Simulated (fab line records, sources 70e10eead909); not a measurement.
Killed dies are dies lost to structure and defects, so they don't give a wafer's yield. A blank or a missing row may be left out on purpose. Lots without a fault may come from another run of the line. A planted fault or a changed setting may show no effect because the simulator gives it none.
fab line records | flow nand_harc
record lots=6 wafers=18 last_day=24
route steps=1159 shown A_BLC@971 END@1159
lots that met no fault: from a run of the same line without faults
start_h: hours from the record's first day to the start of the lot's first wafer shown | wait_h: hours since the lot's step before | " the same as in the row above | L1.1+2: a row that stands for several wafers | - no value, or no start given | * or withheld: withheld | < > ~ a bound
route shown NAME@n: a module of which the file shows steps, and the number in the route of the first | usual: mean/standard deviation of fault-free wafers | same: alike in all rows | chamber/n: place in a boat | sites: the reading at each site | _std_site: their standard deviation | _edge_site: outer sites' mean less inner sites' | radius_mm: how far each site lies from the wafer's centre | mask NAME#n: copy n | behind: the tool/chamber that last shaped the wafer | hold: why the lot was held/for how many hours/how that ended | device: the transistor (n, p or np) that didn't switch | end of line: the same wafers' tests at the end of the route | a step without rows: its recipe alone | killed: dies lost to structure and defects at the first sort, not the wafer's yield | map: a wafer's dies, x killed, . not, _ none there
set.NAME: the setting as run; set.NAME@STEP: as run at that earlier step | model.NAME: the simulator's own value behind a step, which no gauge read
lots at some steps of the route; a table a step, a row a wafer
services: from which hour (start_h, from the record's first day; less than 0 if before it) a tool's chamber was out of use, for how many hours, and why
## steps
# step NHARC_A_BLC_EXPOSE_07
# recipe na=1.35 target_cd_nm=100 dose_mj=67.97 mask_id=A_BLC
# step NHARC_A_BLC_PEB_08
# recipe peb_temp_c=100 peb_time_s=65
# step NHARC_A_BLC_DEVELOP_09
# recipe develop_time_s=35 dev_temp_c=23
# step NHARC_A_BLC_CD_MEAS_10
# recipe target_cd_nm=100 landing_energy_ev=500
# usual cd_nm=99.5/0.6
# columns lot.wafer tool chamber start_h wait_h cd_nm
L243.2 cd_sem-02 0 410.90 - 100.4
L243.3 " 0 " " 99.8
L243.6 " 0 " " 99.3
L251.2 cd_sem-01 0 458.38 - 99.9
L251.3 " 0 " " 99.7
L251.6 " 0 " " 99.2
L254.2 cd_sem-03 0 459.00 - 98.9
L254.4 " 0 " " 99.9
L254.6 " 0 " " 99.1
L253.3 cd_sem-02 0 459.77 - 99.6
L253.5 " 0 " " 99.1
L253.6 " 0 " " 98.8
L264.3 cd_sem-03 0 516.08 - 100.6
L264.4 " 0 " " 99.4
L264.5 " 0 " " 99.1
L263.2 cd_sem-03 0 521.68 - 100.5
L263.3 " 0 " " 99.9
L263.5 " 0 " " 99.6
# step NHARC_A_BLC_OVL_MEAS_11
# usual overlay_x_nm=0.0/0.78 overlay_y_nm=0.1/0.81
# columns lot.wafer tool chamber start_h wait_h overlay_x_nm overlay_y_nm
L243.2 overlay-02 - 411.00 - -0.4 -1.3
L243.3 " - " " -0.5 -1.6
L243.6 " - " " -0.5 -1.6
L251.2 overlay-02 - 458.47 - 0.2 -0.3
L251.3 " - " " 0.5 -0.3
L251.6 " - " " 0.3 -0.4
L254.2 overlay-02 - 459.09 - 0.0 0.1
L254.4 " - " " -0.3 0.3
L254.6 " - " " -0.1 0.3
L253.3 overlay-01 - 459.85 - 0.2 -0.1
L253.5 " - " " 0.4 0.4
L253.6 " - " " 0.6 0.1
L264.3 overlay-01 - 516.18 - -0.1 1.4
L264.4 " - " " -0.5 1.4
L264.5 " - " " -0.1 1.5
L263.2 overlay-01 - 521.76 - -1.4 -0.6
L263.3 " - " " -0.9 -0.4
L263.5 " - " " -0.7 -0.7
# step NHARC_A_BLC_INSPECT_12
# usual raw_defect_count=31/10
# columns lot.wafer tool chamber start_h wait_h raw_defect_count
L243.2 defect_inspect-02 - 411.04 0.0 27
L243.3 " - " " 23
L243.6 " - " " 24
L251.2 defect_inspect-02 - 458.51 0.0 26
L251.3 " - " " 37
L251.6 " - " " 33
L254.2 defect_inspect-01 - 459.12 0.0 39
L254.4 " - " " 27
L254.6 " - " " 28
L253.3 defect_inspect-01 - 459.89 0.0 22
L253.5 " - " " 21
L253.6 " - " " 32
L264.3 defect_inspect-01 - 516.21 0.0 20
L264.4 " - " " 27
L264.5 " - " " 21
L263.2 defect_inspect-01 - 521.80 0.0 53
L263.3 " - " " 36
L263.5 " - " " 50
# step NHARC_A_BLC_DESCUM_15
# recipe time_s=3 o2_flow_sccm=200 ar_flow_sccm=0 bias_power_w=0 chemistry=O2
# usual drypump_motor_current_A=5.9/0.51 oes_product_au=0.996/0.012 rf_vpp_V=57.8/0.84 showerhead_plenum_p_Torr=1.90/0.076 throttle_valve_pct=11.312/0.0092
# same bias_power_w=0 time_s=3
# columns lot.wafer tool chamber start_h wait_h drypump_motor_current_A oes_product_au rf_hours_counter_h rf_vpp_V showerhead_plenum_p_Torr throttle_valve_pct
L243.2 rie_diel-01 1 411.11 0.1 6.5 1.016 9 58.3 1.89 11.312
L243.3 " 3 " " 5.9 1.016 9 57.3 1.82 11.310
L243.6 " 1 " " 6.6 1.007 - 59.2 1.89 11.305
L251.2 rie_diel-01 3 458.58 0.1 5.9 0.999 14 57.1 1.82 11.306
L251.3 " 0 " " 5.3 1.017 14 57.0 1.79 11.311
L251.6 " 3 " " 5.9 1.010 - 55.9 1.82 11.314
L254.4 rie_diel-05 2 459.19 0.1 5.5 1.006 11 58.4 1.98 11.321
L254.2 " 0 " " 6.4 0.988 12 58.2 1.91 11.311
L254.6 " 1 " " 6.3 0.990 - 58.5 2.00 11.314
L253.3 rie_diel-01 3 459.97 0.1 5.9 1.003 15 56.2 1.82 11.311
L253.6 " 0 " " 5.3 1.019 - 56.5 1.79 11.311
L253.5 " 1 " " 6.6 1.000 - 56.9 1.89 11.322
L264.3 rie_diel-05 2 516.27 0.1 5.4 1.003 18 59.4 1.98 11.315
L264.4 " 1 " " 6.3 0.996 18 57.8 2.00 11.311
L264.5 " 2 " " 5.4 0.999 - 57.9 1.98 11.317
L263.3 rie_diel-01 2 521.86 0.1 5.0 0.994 2 56.9 1.85 11.298
L263.2 " 0 " " 5.3 1.013 2 57.6 1.79 11.312
L263.5 " 3 " " 5.9 0.995 - 56.9 1.82 11.313
# step NHARC_A_BLC_ETCH_16
# recipe target_depth_a=390 over_etch_frac=0.3 time_s=65 ion_energy_ev=80 cf4_flow_sccm=150 ar_flow_sccm=0 rf_w=300 bias_w=100 chemistry=CF4
# usual drypump_motor_current_A=6.0/0.5 oes_product_au=0.996/0.015 rf_vpp_V=151.2/1.1 showerhead_plenum_p_Torr=1.76/0.064 throttle_valve_pct=13.284/0.0089
# same time_s=65
# columns lot.wafer tool chamber start_h wait_h drypump_motor_current_A oes_product_au rf_hours_counter_h rf_vpp_V showerhead_plenum_p_Torr throttle_valve_pct
L243.3 rie_diel-01 2 411.18 0.1 5.0 0.998 7 149.6 1.72 13.282
L243.2 " 0 " " 5.3 1.022 10 150.3 1.66 13.279
L243.6 " 2 " " 5.0 1.007 - 149.7 1.72 13.289
L251.3 rie_diel-01 3 458.65 0.1 5.9 0.991 14 151.6 1.69 13.284
L251.2 " 0 " " 5.3 1.021 14 150.9 1.66 13.277
L251.6 " 3 " " 5.9 1.011 - 149.5 1.69 13.296
L254.2 rie_diel-05 3 459.27 0.1 6.2 0.986 11 150.1 1.71 13.272
L254.4 " 2 " " 5.5 1.005 11 151.2 1.83 13.290
L254.6 " 0 " " 6.4 0.975 - 151.3 1.77 13.290
L253.3 rie_diel-01 0 460.05 0.1 5.3 1.025 15 149.6 1.66 13.285
L253.5 " 2 " " 5.1 1.004 - 150.1 1.72 13.275
L253.6 " 3 " " 5.9 1.012 - 149.2 1.69 13.286
L264.4 rie_diel-05 3 516.36 0.1 6.2 0.982 19 150.1 1.71 13.281
L264.3 " 2 " " 5.5 1.003 18 152.1 1.83 13.284
L264.5 " 0 " " 6.4 0.978 - 151.1 1.77 13.285
L263.2 rie_diel-01 0 522.01 0.1 5.3 1.023 2 148.0 1.66 13.278
L263.3 " 3 " " 5.9 1.009 1 149.9 1.69 13.292
L263.5 " 0 " " 5.3 1.024 - 150.3 1.66 13.275
# step NHARC_A_BLC_ETCH_17
# recipe target_depth_a=3900 over_etch_frac=0.25 time_s=609.38 ion_energy_ev=200 n2_flow_sccm=150 h2_flow_sccm=150 ar_flow_sccm=0 rf_w=400 bias_w=150 chemistry=N2/H2
# usual drypump_motor_current_A=6.0/0.51 oes_product_au=0.996/0.012 rf_vpp_V=430.2/2.4 showerhead_plenum_p_Torr=2.03/0.082 throttle_valve_pct=14.172/0.0084
# same time_s=609.38
# columns lot.wafer tool chamber start_h wait_h drypump_motor_current_A oes_product_au rf_hours_counter_h rf_vpp_V showerhead_plenum_p_Torr throttle_valve_pct
L243.2 rie_diel-01 2 - - 5.0 0.991 7 429.3 1.97 14.159
L243.3 " 0 " " 5.3 1.019 10 426.7 1.91 14.171
L243.6 " 2 " " 5.0 0.994 - 430.3 1.97 14.177
L251.3 rie_diel-01 2 - - 5.0 0.998 12 428.1 1.97 14.173
L251.2 " 3 " " 5.9 1.001 15 427.4 1.94 14.171
L251.6 " 1 " " 6.6 1.000 - 429.0 2.01 14.178
L254.2 rie_diel-05 2 - - 5.5 1.006 11 432.7 2.12 14.168
L254.4 " 1 " " 6.3 0.996 11 433.3 2.14 14.165
L254.6 " 2 " " 5.4 1.004 - 432.9 2.12 14.176
L253.3 rie_diel-01 2 - - 5.0 1.008 12 428.1 1.97 14.170
L253.6 " 1 " " 6.6 1.000 - 428.5 2.01 14.170
L253.5 " 2 " " 5.0 1.009 - 430.2 1.97 14.170
L264.4 rie_diel-05 3 - - 6.2 0.985 19 429.4 1.96 14.174
L264.3 " 0 " " 6.4 0.993 20 430.2 2.04 14.182
L264.5 " 3 " " 6.2 0.986 - 427.3 1.96 14.188
L263.2 rie_diel-01 1 - - 6.6 1.011 2 430.3 2.01 14.168
L263.3 " 2 " " 5.1 0.996 2 430.1 1.97 14.163
L263.5 " 1 " " 6.6 1.007 - 429.9 2.01 14.146
# step NHARC_A_BLC_ETCH_18
# recipe target_depth_a=9100 c4f8_flow_sccm=20 o2_flow_sccm=10 ar_flow_sccm=withheld rf_w=600 bias_w=1500 chemistry=C4F8/O2/Ar
# usual oes_product_au=0.937/0.021 rf_vpp_V=977/5.2
# columns lot.wafer tool chamber start_h wait_h oes_product_au rf_hours_counter_h rf_vpp_V
L243.2 rie_diel-01 0 - - 0.975 10 970
L243.3 " 1 " " 0.970 9 976
L243.6 " 0 " " 0.981 - 970
L251.2 rie_diel-01 3 - - 0.931 15 972
L251.3 " 0 " " 0.940 15 969
L251.6 " 2 " " 0.935 - 975
L254.2 rie_diel-05 3 - - 0.911 12 973
L254.4 " 1 " " 0.917 11 984
L254.6 " 0 " " 0.915 - 978
L253.3 rie_diel-01 1 - - 0.925 14 978
L253.6 " 3 " " 0.925 - 971
L253.5 " 0 " " 0.940 - 971
L264.3 rie_diel-05 0 - - 0.905 20 979
L264.4 " 1 " " 0.923 19 984
L264.5 " 1 " " 0.924 - 984
L263.3 rie_diel-01 2 - - 0.949 2 974
L263.2 " 0 " " 0.963 2 969
L263.5 " 2 " " 0.945 - 976
# step NHARC_A_BLC_CD_MEAS_19
# usual cd_nm=101.2/2.2
# columns lot.wafer tool chamber start_h wait_h cd_nm
L243.2 cd_sem-03 - 412.07 - 100.8
L243.3 " - " " 101.4
L243.6 " - " " 99.6
L251.2 cd_sem-02 - 459.54 - 103.6
L251.3 " - " " 100.0
L251.6 " - " " 104.6
L254.2 cd_sem-01 - 460.25 - 101.7
L254.4 " - " " 100.5
L254.6 " - " " 102.2
L253.3 cd_sem-03 - 460.92 - 104.7
L253.5 " - " " 99.5
L253.6 " - " " 103.9
L264.3 cd_sem-02 - 517.25 - 105.8
L264.4 " - " " 100.4
L264.5 " - " " 98.4
L263.2 cd_sem-02 - 522.90 - 102.4
L263.3 " - " " 100.4
L263.5 " - " " 100.9
# step NHARC_A_BLC_STRIP_29
# recipe cf4_flow_sccm=150 ar_flow_sccm=0 bias_w=0 chemistry=CF4
# usual cf4_flow_sccm=150.1/0.49 drypump_motor_current_A=5.9/0.52 oes_product_au=0.996/0.012 rf_vpp_V=59.2/0.91 showerhead_plenum_p_Torr=1.74/0.061 throttle_valve_pct=13.283/0.0086
# same bias_w=0
# columns lot.wafer tool chamber start_h wait_h cf4_flow_sccm drypump_motor_current_A oes_product_au rf_hours_counter_h rf_vpp_V showerhead_plenum_p_Torr throttle_valve_pct
L243.2 rie_diel-05 0 412.16 0.1 149.4 6.4 0.985 5 59.2 1.77 13.286
L243.3 " 2 " " 149.6 5.4 1.001 5 60.1 1.83 13.300
L243.6 " 3 " " 150.6 6.2 0.984 - 59.7 1.71 13.277
L251.3 rie_diel-01 2 459.61 0.1 149.9 5.1 0.995 12 58.5 1.72 13.292
L251.2 " 1 " " 150.0 6.6 0.996 14 60.3 1.74 13.275
L251.6 " 2 " " 150.4 5.0 0.999 - 58.2 1.72 13.278
L254.4 rie_diel-05 2 460.33 0.1 150.7 5.5 1.015 11 60.4 1.83 13.280
L254.2 " 1 " " 150.7 6.3 0.997 11 59.1 1.84 13.298
L254.6 " 3 " " 149.9 6.2 0.981 - 59.6 1.71 13.284
L253.3 rie_diel-05 1 460.99 0.1 149.9 6.3 0.992 12 60.5 1.84 13.288
L253.5 " 1 " " 149.9 6.3 0.991 - 59.1 1.84 13.302
L253.6 " 2 " " 149.3 5.5 1.005 - 60.4 1.83 13.271
L264.3 rie_diel-05 1 517.32 0.1 149.6 6.4 0.992 19 60.1 1.84 13.274
L264.4 " 2 " " 150.2 5.4 1.006 19 59.4 1.83 13.283
L264.5 " 1 " " 149.8 6.4 0.987 - 59.7 1.84 13.284
L263.3 rie_diel-01 0 522.99 0.1 150.1 5.3 1.000 2 58.9 1.66 13.282
L263.2 " 1 " " 150.0 6.6 0.997 2 58.9 1.74 13.287
L263.5 " 3 " " 150.2 5.9 1.005 - 60.2 1.69 13.291
# step NHARC_A_BLC_STRIP_21
# recipe o2_flow_sccm=500 ar_flow_sccm=0 bias_w=0 chemistry=O2
# usual bias_w=0/0 chamber_pressure_mTorr=60.00/0.057 drypump_motor_current_A=5.9/0.53 oes_product_au=0.997/0.014 rf_vpp_V=57.8/0.91 showerhead_plenum_p_Torr=3.48/0.12 throttle_valve_pct=17.036/0.0089
# columns lot.wafer tool chamber start_h wait_h bias_w chamber_pressure_mTorr drypump_motor_current_A oes_product_au rf_hours_counter_h rf_vpp_V showerhead_plenum_p_Torr throttle_valve_pct
L243.3 rie_diel-05 0 412.25 0.1 0 59.99 6.4 0.973 5 59.1 3.53 17.048
L243.2 " 3 " " 0 60.01 6.2 0.984 5 58.0 3.41 17.049
L243.6 " 1 " " 0 60.04 6.4 0.981 - 57.5 3.68 17.034
L251.3 rie_diel-01 2 459.73 0.1 0 60.02 5.1 1.008 12 57.5 3.42 17.027
L251.2 " 3 " " 0 59.98 5.9 0.998 15 58.6 3.37 17.028
L251.6 " 1 " " 0 60.03 6.6 1.007 - 57.7 3.48 17.040
L254.2 rie_diel-05 3 460.44 0.1 - - - - - - - -
L254.4 " 0 " " - - - - - - - -
L254.6 " 3 " " - - - - - - - -
L253.3 rie_diel-05 3 461.10 0.1 - - - - - - - -
L253.6 " 3 " " - - - - - - - -
L253.5 " 0 " " - - - - - - - -
L264.4 rie_diel-05 0 517.44 0.1 0 60.05 6.4 0.985 20 56.6 3.52 17.029
L264.3 " 2 " " 0 59.94 5.5 1.011 19 58.5 3.65 17.049
L264.5 " 3 " " 0 60.11 6.2 0.991 - 58.4 3.40 17.036
L263.3 rie_diel-01 3 523.09 0.1 0 59.95 5.9 1.011 2 57.0 3.36 17.041
L263.2 " 0 " " 0 59.99 5.3 1.019 2 58.8 3.31 17.044
L263.5 " 3 " " 0 59.96 5.9 1.020 - 57.5 3.36 17.033
# step NHARC_A_BLC_STRIP_22
# recipe time_s=600 temp_c=30 chemistry=post_etch_residue_remover
# step NHARC_END_SORT_01
# recipe temp_c=25
# usual killed_at_array=29/8.4 killed_at_other=0.7/1.2 killed_at_periphery=3.8/2.1 killed_dies=33/9 killed_open=3.4/2 killed_short=2.1/1.4
# same gross_dies=677
# columns lot.wafer tool chamber start_h wait_h hold killed_at_array killed_at_other killed_at_periphery killed_dies killed_open killed_short
L243.2 prober-02 0 488.53 2.8 - 27 0 5 32 4 1
L243.3 prober-02 0 489.32 3.1 - 35 1 10 46 9 3
L243.6 prober-02 0 491.68 3.9 - 27 1 5 33 2 2
L254.2 prober-01 0 519.75 2.8 await_dispo/26.1h/scrap 674 1 2 677 4 2
L254.4 prober-01 0 521.35 3.4 await_dispo/26.1h/scrap 676 0 1 677 2 2
L254.6 prober-01 0 522.95 4.0 await_dispo/26.1h/scrap 674 0 3 677 2 5
L251.2 prober-02 0 527.42 2.8 - 32 0 3 35 5 3
L251.3 prober-02 0 528.23 3.1 - 31 0 2 33 0 4
L251.6 prober-02 0 530.63 4.0 - 30 0 2 32 2 3
L253.3 prober-01 0 528.34 3.1 await_dispo/3.6h/scrap 673 2 2 677 1 1
L253.5 prober-01 0 529.95 3.7 await_dispo/3.6h/scrap 670 2 5 677 6 1
L253.6 prober-01 0 530.76 4.0 await_dispo/3.6h/scrap 669 3 5 677 2 3
L264.3 prober-02 0 567.06 3.1 - 21 0 7 28 4 2
L264.4 prober-02 0 567.86 3.4 - 23 0 3 26 2 0
L264.5 prober-02 0 568.66 3.7 - 25 0 1 26 3 1
L263.2 prober-01 0 573.78 2.8 - 52 0 4 56 9 2
L263.3 prober-01 0 574.58 3.1 - 38 3 4 45 5 3
L263.5 prober-01 0 576.18 3.7 - 43 1 3 47 2 2
# killed by level:class
L243.2 A_CHANNEL_HOLE_D1:chamber_film_flake=13 A_SLIT:chamber_film_flake=3 A_CONTACT:chamber_film_flake=3 P_BONDPAD:chamber_film_flake=2 A_STAIRCASE:chamber_film_flake=2 A_M0:chamber_film_flake=2 P_ZERO_WELL:geometric_particle:short=1 P_CONTACT:geometric_particle:open=1
L243.3 A_CHANNEL_HOLE_D1:chamber_film_flake=10 A_STAIRCASE:chamber_film_flake=8 A_CONTACT:chamber_film_flake=5 P_STI:chamber_film_flake=4 P_GATE:geometric_particle:open=2 A_CHANNEL_FILL_D1:geometric_particle:short=2 A_SGD_CUT:geometric_particle:open=2 P_ZERO_WELL:chamber_film_flake=2
L243.6 A_CHANNEL_HOLE_D1:chamber_film_flake=13 A_CONTACT:chamber_film_flake=5 A_M0:chamber_film_flake=3 P_ZERO_WELL:chamber_film_flake=2 A_STAIRCASE:chamber_film_flake=2 P_CONTACT:geometric_particle:short=1 A_CHANNEL_FILL_D1:geometric_particle:open=1 A_WL_FILL:geometric_particle:short=1
L254.2 A_BLC:area_strip=643 A_SLIT:chamber_film_flake=14 A_CHANNEL_HOLE_D1:chamber_film_flake=6 A_STAIRCASE:chamber_film_flake=4 A_CONTACT:chamber_film_flake=3 P_CONTACT:geometric_particle:open=1 A_SGD_CUT:geometric_particle:short=1 A_WL_FILL:geometric_particle:short=1
L254.4 A_BLC:area_strip=650 A_SLIT:chamber_film_flake=14 A_CHANNEL_HOLE_D1:chamber_film_flake=3 A_STAIRCASE:chamber_film_flake=3 A_ONON_D1:geometric_particle:short=1 A_CONTACT:geometric_particle:open=1 A_BLC:geometric_particle:short=1 A_M0:geometric_particle:open=1
L254.6 A_BLC:area_strip=647 A_SLIT:chamber_film_flake=12 A_CHANNEL_HOLE_D1:chamber_film_flake=4 A_STAIRCASE:chamber_film_flake=4 P_CONTACT:geometric_particle:short=2 A_ONON_D1:geometric_particle:short=1 A_CHANNEL_FILL_D1:geometric_particle:short=1 A_CONTACT:geometric_particle:open=1
L251.2 A_CHANNEL_HOLE_D1:chamber_film_flake=13 A_M0:chamber_film_flake=5 A_WL_FILL:geometric_particle:open=3 A_CONTACT:chamber_film_flake=3 P_STI:chamber_film_flake=2 A_CHANNEL_FILL_D1:chamber_film_flake=2 A_STAIRCASE:chamber_film_flake=2 P_M0:geometric_particle:short=1
L251.3 A_CHANNEL_HOLE_D1:chamber_film_flake=21 A_STAIRCASE:chamber_film_flake=3 A_SGD_CUT:geometric_particle:short=1 A_WL_FILL:geometric_particle:short=1 A_CONTACT:geometric_particle:short=1 A_BLC:geometric_particle:short=1 P_ZERO_WELL:chamber_film_flake=1 P_CONTACT:chamber_film_flake=1
L253.3 A_BLC:area_strip=652 A_CHANNEL_HOLE_D1:chamber_film_flake=12 A_STAIRCASE:chamber_film_flake=3 A_CONTACT:chamber_film_flake=3 P_GATE:chamber_film_flake=2 A_ONON_D1:geometric_particle:short=1 STARTING-WAFER:geometric_particle:open=1 A_WL_FILL:chamber_film_flake=1
L253.5 A_BLC:area_strip=647 A_CHANNEL_HOLE_D1:chamber_film_flake=10 A_CONTACT:chamber_film_flake=5 P_GATE:chamber_film_flake=3 A_M0:geometric_particle:open=2 A_STAIRCASE:chamber_film_flake=2 THIN_TSV:chamber_film_flake=2 P_CONTACT:geometric_particle:short=1
L251.6 A_CHANNEL_HOLE_D1:chamber_film_flake=19 A_WL_FILL:geometric_particle:short=3 P_CONTACT:chamber_film_flake=2 A_CHANNEL_FILL_D1:chamber_film_flake=2 A_WL_FILL:chamber_film_flake=2 A_ONON_D1:geometric_particle:open=1 A_CHANNEL_FILL_D1:geometric_particle:open=1 A_STAIRCASE:chamber_film_flake=1
L253.6 A_BLC:area_strip=643 A_CHANNEL_HOLE_D1:chamber_film_flake=14 A_CONTACT:chamber_film_flake=4 P_GATE:chamber_film_flake=3 A_STAIRCASE:chamber_film_flake=3 THIN_TSV:chamber_film_flake=3 A_ONON_D1:geometric_particle:short=2 A_CHANNEL_HOLE_D1:geometric_particle:open=1
L264.3 A_CHANNEL_HOLE_D1:chamber_film_flake=5 A_CONTACT:chamber_film_flake=5 P_ZERO_WELL:chamber_film_flake=3 A_STAIRCASE:chamber_film_flake=3 A_WL_FILL:chamber_film_flake=2 A_BONDPAD:chamber_film_flake=2 P_GATE:geometric_particle:open=1 P_M0:geometric_particle:open=1
L264.4 A_CHANNEL_HOLE_D1:chamber_film_flake=13 A_STAIRCASE:chamber_film_flake=3 A_CONTACT:chamber_film_flake=3 P_GATE:chamber_film_flake=2 A_WL_FILL:chamber_film_flake=2 A_ONON_D1:geometric_particle:open=1 A_CONTACT:geometric_particle:open=1 P_ZERO_WELL:chamber_film_flake=1
L264.5 A_CONTACT:chamber_film_flake=10 A_CHANNEL_HOLE_D1:chamber_film_flake=7 A_STAIRCASE:chamber_film_flake=3 P_CONTACT:geometric_particle:short=1 A_CHANNEL_FILL_D1:geometric_particle:open=1 A_WL_FILL:geometric_particle:open=1 A_M0:geometric_particle:open=1 A_ZERO_WELL:chamber_film_flake=1
L263.2 A_SLIT:chamber_film_flake=24 A_CONTACT:chamber_film_flake=9 A_CHANNEL_HOLE_D1:chamber_film_flake=7 A_STAIRCASE:chamber_film_flake=3 P_M0:geometric_particle:open=2 A_SGD_CUT:geometric_particle:open=2 A_M0:geometric_particle:open=2 P_M0:geometric_particle:short=1
L263.3 A_SLIT:chamber_film_flake=23 A_CHANNEL_HOLE_D1:chamber_film_flake=6 THIN_TSV:chamber_film_flake=3 P_M0:geometric_particle:open=2 A_WL_FILL:geometric_particle:short=2 A_STAIRCASE:chamber_film_flake=2 A_CONTACT:chamber_film_flake=2 P_CONTACT:geometric_particle:open=1
L263.5 A_SLIT:chamber_film_flake=28 A_CHANNEL_HOLE_D1:chamber_film_flake=8 P_ZERO_WELL:chamber_film_flake=2 A_STAIRCASE:chamber_film_flake=2 A_CONTACT:chamber_film_flake=2 P_M0:geometric_particle:open=1 A_ONON_D1:geometric_particle:short=1 A_CHANNEL_FILL_D1:geometric_particle:open=1
# map L253.3 (x killed, . not)
____________x____________
_________xxxxxxx_________
_______xxxxxxxxxxx_______
______xxxxxxxxxxxxx______
_____xxxxxxxxxxxxxxx_____
____xxxxxxxxxxxxxxxxx____
____xxxxxxxxxxxxxxxxx____
___xxxxxxxxxxxxxxxxxxx___
___xxxxxxxxxxxxxxxxxxx___
__xxxxxxxxxxxxxxxxxxxxx__
__xxxxxxxxxxxxxxxxxxxxx__
_xxxxxxxxxxxxxxxxxxxxxxx_
_xxxxxxxxxxxxxxxxxxxxxxx_
_xxxxxxxxxxxxxxxxxxxxxxx_
_xxxxxxxxxxxxxxxxxxxxxxx_
_xxxxxxxxxxxxxxxxxxxxxxx_
xxxxxxxxxxxxxxxxxxxxxxxxx
xxxxxxxxxxxxxxxxxxxxxxxxx
xxxxxxxxxxxxxxxxxxxxxxxxx
xxxxxxxxxxxxxxxxxxxxxxxxx
xxxxxxxxxxxxxxxxxxxxxxxxx
_xxxxxxxxxxxxxxxxxxxxxxx_
_xxxxxxxxxxxxxxxxxxxxxxx_
_xxxxxxxxxxxxxxxxxxxxxxx_
_xxxxxxxxxxxxxxxxxxxxxxx_
_xxxxxxxxxxxxxxxxxxxxxxx_
__xxxxxxxxxxxxxxxxxxxxx__
__xxxxxxxxxxxxxxxxxxxxx__
___xxxxxxxxxxxxxxxxxxx___
___xxxxxxxxxxxxxxxxxxx___
____xxxxxxxxxxxxxxxxx____
____xxxxxxxxxxxxxxxxx____
_____xxxxxxxxxxxxxxx_____
______xxxxxxxxxxxxx______
_______xxxxxxxxxxx_______
_________xxxxxxx_________
____________x____________
# map L254.2 (x killed, . not)
____________x____________
_________xxxxxxx_________
_______xxxxxxxxxxx_______
______xxxxxxxxxxxxx______
_____xxxxxxxxxxxxxxx_____
____xxxxxxxxxxxxxxxxx____
____xxxxxxxxxxxxxxxxx____
___xxxxxxxxxxxxxxxxxxx___
___xxxxxxxxxxxxxxxxxxx___
__xxxxxxxxxxxxxxxxxxxxx__
__xxxxxxxxxxxxxxxxxxxxx__
_xxxxxxxxxxxxxxxxxxxxxxx_
_xxxxxxxxxxxxxxxxxxxxxxx_
_xxxxxxxxxxxxxxxxxxxxxxx_
_xxxxxxxxxxxxxxxxxxxxxxx_
_xxxxxxxxxxxxxxxxxxxxxxx_
xxxxxxxxxxxxxxxxxxxxxxxxx
xxxxxxxxxxxxxxxxxxxxxxxxx
xxxxxxxxxxxxxxxxxxxxxxxxx
xxxxxxxxxxxxxxxxxxxxxxxxx
xxxxxxxxxxxxxxxxxxxxxxxxx
_xxxxxxxxxxxxxxxxxxxxxxx_
_xxxxxxxxxxxxxxxxxxxxxxx_
_xxxxxxxxxxxxxxxxxxxxxxx_
_xxxxxxxxxxxxxxxxxxxxxxx_
_xxxxxxxxxxxxxxxxxxxxxxx_
__xxxxxxxxxxxxxxxxxxxxx__
__xxxxxxxxxxxxxxxxxxxxx__
___xxxxxxxxxxxxxxxxxxx___
___xxxxxxxxxxxxxxxxxxx___
____xxxxxxxxxxxxxxxxx____
____xxxxxxxxxxxxxxxxx____
_____xxxxxxxxxxxxxxx_____
______xxxxxxxxxxxxx______
_______xxxxxxxxxxx_______
_________xxxxxxx_________
____________x____________
## services
# columns tool chamber start_h hours kind
rie_diel-01 0 397.30 - clean
rie_diel-01 1 397.30 - clean
rie_diel-01 2 397.30 - clean
rie_diel-01 3 397.30 - clean
rie_diel-01 2 400.87 3.2 repair
rie_diel-05 - 402.94 0.5 repair
rie_diel-01 0 421.87 - clean
rie_diel-01 1 421.87 - clean
rie_diel-01 2 421.87 - clean
rie_diel-01 3 421.87 - clean
rie_diel-01 0 446.37 - clean
rie_diel-01 1 446.37 - clean
rie_diel-01 2 446.37 - clean
rie_diel-01 3 446.37 - clean
rie_diel-05 1 466.88 7.2 repair
rie_diel-01 0 470.87 - clean
rie_diel-01 1 470.87 - clean
rie_diel-01 2 470.87 - clean
rie_diel-01 3 470.87 - clean
rie_diel-01 - 491.80 9.0 pm
rie_diel-01 0 491.80 9.0 vent_cycle
rie_diel-01 1 491.80 9.0 vent_cycle
rie_diel-01 2 491.80 9.0 vent_cycle
rie_diel-05 - 517.80 9.0 pm
## key
first_sign step=NHARC_A_BLC_STRIP_21 reading=tool_record direction=missing
effect step=NHARC_END_SORT_01 reading=killed_at_array direction=up sigmas=76 usual=29 struck=673
more_kills_born_at NHARC_A_BLC_STRIP_21@rie_diel-05=3882
met_at NHARC_A_BLC_STRIP_21
struck_wafers L253.3,L253.5,L253.6,L254.2,L254.4,L254.6
later_rows_left_out L253.3,L253.5,L253.6,L254.2,L254.4,L254.6
tester_left_out L253,L254
onset_between 412.25 460.44
fault kind=skipped_step_whole tool=rie_diel-05 chamber=- onset_h=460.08 steps=NHARC_A_BLC_STRIP_21 scope=struck_lots_only
# tester_left_out: of these lots the tester's yield and bins aren't shown, on N5 and GAA mostly nor the transistor test; their killed dies are dies lost to structure and defects alone, not to doping, threshold or leakage, so they don't give the yield
# later_rows_left_out: the simulator's readings of these wafers behind a module that went badly wrong aren't trusted and aren't shown, but for the sort
